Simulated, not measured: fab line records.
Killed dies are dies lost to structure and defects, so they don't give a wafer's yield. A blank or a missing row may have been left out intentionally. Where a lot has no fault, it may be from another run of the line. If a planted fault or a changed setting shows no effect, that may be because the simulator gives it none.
Matching of chambers -- flow nandHarc -- cmp-04 running NHARC_P_BONDPAD_CMP_32: 4 sister chambers
The step polishes SiCN, target thk 200 nm. 8 wafers are shown with their chamber, then 7 later ones without.

## EACH WAFER AND ITS CHAMBER
wafer,chamber,motorCurrentA (A)
L075.2,0,10.7
L075.5,1,10.8
L077.3,2,9.8
L078.1,2,9.9
L078.2,3,13.8
L078.5,0,10.9
L087.2,1,11.5
L087.5,3,13.4

## WAFERS WHOSE CHAMBER IS MISSING
wafer,motorCurrentA (A)
L087.6,9.5
L090.3,10.6
L090.4,11.5
L090.5,11.0
L094.1,13.6
L094.2,9.6
L094.5,11.1

## CHAMBER TAKEN BY EACH
wafer,from the rows above,in truth
L087.6,2,2
L090.3,can't be placed: 0 or 1 or 2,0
L090.4,can't be placed: 1 or 0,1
L090.5,can't be placed: 1 or 0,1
L094.1,3,3
L094.2,2,2
L094.5,can't be placed: 1 or 0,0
Placed correctly: 3 of 7. Not placeable from these rows: 4 (in 4, the candidates include the true chamber). Placed wrongly: 0.
How it was worked out, from the rows above alone: a wafer's distance from a chamber is the root of the sum, over the readings, of the square of ((its reading less the chamber's mean) divided by the reading's scatter). The wafer belongs to the nearest chamber; if the next one is less than 2 further off, it can't be placed. For every chamber, the mean is computed from those of its wafers that are shown. The scatter: the root of (the sum of the squares of (reading less its chamber's mean) over the shown wafers, divided by (wafers less chambers)).
